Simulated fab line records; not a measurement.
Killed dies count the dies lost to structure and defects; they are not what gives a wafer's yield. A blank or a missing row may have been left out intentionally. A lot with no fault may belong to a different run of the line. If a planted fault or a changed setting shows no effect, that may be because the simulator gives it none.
Lot-split experiment | flow n5 finfet | route with 1938 steps; 7 lots, 39 wafers read

== ABOUT THE SPLIT ==
At N5_BEOL_M0_SAQP_ETCH_84 (etches SOC in N2/H2, target depth 100 nm, overetch 20 nm, time 150 s), the setting time s was moved away from the recipe's 150 s on 15 of the 39 wafers read, by -52.8% to +40.1%. For the rest of the wafers, this setting stayed at what the recipe calls for.

== BETWEEN THE SPLIT AND THE READING: the file shows 1 step in between ==
- N5_BEOL_M0_SAQP_STRIP_80: strips in N2/H2

== THE READING ==
SiARC_of_BEOL_M0_SAQP_COAT_82.thk nm (the simulator's own value, which no gauge read), in nm, at N5_BEOL_M0_SAQP_HM_OPEN_112 (chemistry CHF3/O2, target SiO2, stops on a-Si, target depth 12 nm, time 13.5 s). There is no usual value for it anywhere in the file. Here, 24 wafers ran the recipe; their average is 5.1 nm with a standard deviation of 0.44 nm.

wafer  | tool, chamber at the split | time s as run, s | against the recipe | SiARC_of_BEOL_M0_SAQP_COAT_82.thk nm, nm | against lot-mates on the recipe
L075.1 | rie diel-06, 3             | 150              | recipe             | 6                                        | -
L075.2 | rie diel-06, 1             | 150              | recipe             | 4.6                                      | -
L075.5 | rie diel-06, 1             | 150              | recipe             | 4.6                                      | -
L075.3 | rie diel-06, 0             | 150              | recipe             | 5.2                                      | -
L075.6 | rie diel-06, 2             | 150              | recipe             | 5.2                                      | -
L075.4 | rie diel-06, 2             | 150              | recipe             | 5.4                                      | -
L076.1 | rie diel-05, 1             | 150              | recipe             | 4.6                                      | -
L076.2 | rie diel-05, 0             | 206.1            | +37.4%             | 2.6                                      | -2.3
L076.3 | rie diel-05, 2             | 150              | recipe             | 5                                        | -
L076.4 | rie diel-05, 2             | 150              | recipe             | 5.2                                      | -
L076.5 | rie diel-05, 1             | 206.1            | +37.4%             | 2.4                                      | -2.5
L076.6 | rie diel-05, 0             | 206.1            | +37.4%             | 2.4                                      | -2.5
L080.1 | rie diel-05, 0             | 150              | recipe             | 5                                        | -
L080.2 | rie diel-05, 1,2           | 150              | recipe             | 5                                        | -
L080.3 | rie diel-05, 3             | 197.2            | +31.5%             | 3                                        | -2.1
L080.4 | rie diel-05, 1,2           | 150              | recipe             | 5.4                                      | -
L080.5 | rie diel-05, 0             | 197.2            | +31.5%             | 3.2                                      | -1.9
L080.6 | rie diel-05, 3             | 197.2            | +31.5%             | 2.8                                      | -2.3
L085.1 | rie diel-06, 0             | 79.57            | -47.0%             | 8.2                                      | +2.8
L085.2 | rie diel-06, 1             | 79.57            | -47.0%             | 7.8                                      | +2.4
L085.3 | rie diel-06, 2             | 79.57            | -47.0%             | 8.4                                      | +3.0
L085.4 | rie diel-06, 1             | 150              | recipe             | 4.8                                      | -
L085.5 | rie diel-06, 0             | 150              | recipe             | 5.8                                      | -
L085.6 | rie diel-06, 2             | 150              | recipe             | 5.6                                      | -
L088.1 | rie diel-05, 3             | 150              | recipe             | 4.4                                      | -
L088.3 | rie diel-05, 0             | 150              | recipe             | 4.8                                      | -
L088.5 | rie diel-05, 2             | 150              | recipe             | 5.2                                      | -
L093.1 | rie diel-05, 3             | 70.87            | -52.8%             | 7.6                                      | +2.9
L093.2 | rie diel-05, 1             | 70.87            | -52.8%             | 7.8                                      | +3.1
L093.3 | rie diel-05, 0             | 150              | recipe             | 4.4                                      | -
L093.6 | rie diel-05, 0             | 150              | recipe             | 4.4                                      | -
L093.4 | rie diel-05, 2             | 150              | recipe             | 5.2                                      | -
L093.5 | rie diel-05, 3             | 70.87            | -52.8%             | 7.4                                      | +2.7
L096.1 | rie diel-02, 2,3           | 210.1            | +40.1%             | 2.8                                      | -2.6
L096.4 | rie diel-02, 2             | 210.1            | +40.1%             | 2.8                                      | -2.6
L096.2 | rie diel-02, 3             | 150              | recipe             | 5.4                                      | -
L096.3 | rie diel-02, 2,3           | 210.1            | +40.1%             | 3.2                                      | -2.2
L096.5 | rie diel-02, 2             | 150              | recipe             | 5.2                                      | -
L096.6 | rie diel-02, 3             | 150              | recipe             | 5.6                                      | -
The file does not say which wafer passed through which chamber wherever a row lists several chambers: such a row stands for several wafers.

FIT RESULTS
A straight line over all 39 wafers: SiARC_of_BEOL_M0_SAQP_COAT_82.thk nm changes by -0.0585 nm for each +1% of time s; r = -0.96; the points scatter about the line by 0.43 nm.
The same after taking each lot's own level away (the mean of its wafers on the recipe; 39 wafers): -0.0602 nm for each +1%; r = -0.98; scatter 0.33 nm.
Per that fit: largest time s move, reading shift of 3.2 nm.
Across the lots, their own levels run from 4.67 to 5.40 nm, a range of 1.7 times the standard deviation given above.
The two slopes are in agreement: the lot-to-lot level therefore moves the slope only a little.
Check: for one of the wafers moved furthest among these (-52.8%), held out of the fit, the line's prediction against its lot-mates is +3.14 nm. Against them it came out at +2.93 nm.

== THESE WAFERS: OTHER SPLITS ==
These wafers also went through other splits before the reading. Each is held against what the fit with the lots' levels taken away leaves over:
other split on the same wafers | wafers away from the commonest value | r with SiARC_of_BEOL_M0_SAQP_COAT_82.thk nm (lot level and that fit taken away)
N5_SD_EPI_P_EPI_21 time s      | 9                                    | -0.13

== THE WHOLE CHAIN: every reading that the file lists as answering this split, in the file's order ==
step                                | what it does                                                                       | reading                                                                               | change (the file's fit)                                                              | r (the file's)
N5_BEOL_M0_SAQP_ETCH_84             | etches SOC in N2/H2, target depth 100 nm, overetch 20 nm, time 150 s               | etch.depth nm (the simulator's own value, which no gauge read)                        | not straight: 57.55 at the lowest setting, 99.97 at the recipe, 100.2 at the highest | not given
N5_BEOL_M0_SAQP_ETCH_84             | etches SOC in N2/H2, target depth 100 nm, overetch 20 nm, time 150 s               | SiARC_of_BEOL_M0_SAQP_COAT_82.thk nm (the simulator's own value, which no gauge read) | -0.0571 nm for each +1% of the setting                                               | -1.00
N5_BEOL_M0_SAQP_HM_OPEN_112         | chemistry CHF3/O2, target SiO2, stops on a-Si, target depth 12 nm, time 13.5 s     | SiARC_of_BEOL_M0_SAQP_COAT_82.thk nm (the simulator's own value, which no gauge read) | -0.0603 nm for each +1% of the setting                                               | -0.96
N5_BEOL_M0_SAQP_MANDREL_ETCH_20     | etches a-Si in HBr/Cl2, stops on SiNx, target depth 60 nm, bt time 10 s, time 30 s | oes product au                                                                        | not straight: 0.320 at the lowest setting, 0.773 at the recipe, 0.768 at the highest | not given
N5_BEOL_M0_SAQP_MANDREL1_REMOVE_100 | chemistry HBr/Cl2/O2, target a-Si, stops on SiNx, bt time 10 s                     | oes product au                                                                        | not straight: 0.372 at the lowest setting, 0.987 at the recipe, 1.003 at the highest | not given
N5_BEOL_M0_SAQP_MANDREL1_REMOVE_100 | chemistry HBr/Cl2/O2, target a-Si, stops on SiNx, bt time 10 s                     | BEOL_M0_SAQP.cd nm (the simulator's own value, which no gauge read)                   | not straight: 44.33 at the lowest setting, 12.78 at the recipe, 12.8 at the highest  | not given

== THE FILE'S OWN FIT ==
SiARC_of_BEOL_M0_SAQP_COAT_82.thk nm changes by -0.0603 nm for each +1% of time s, r = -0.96.
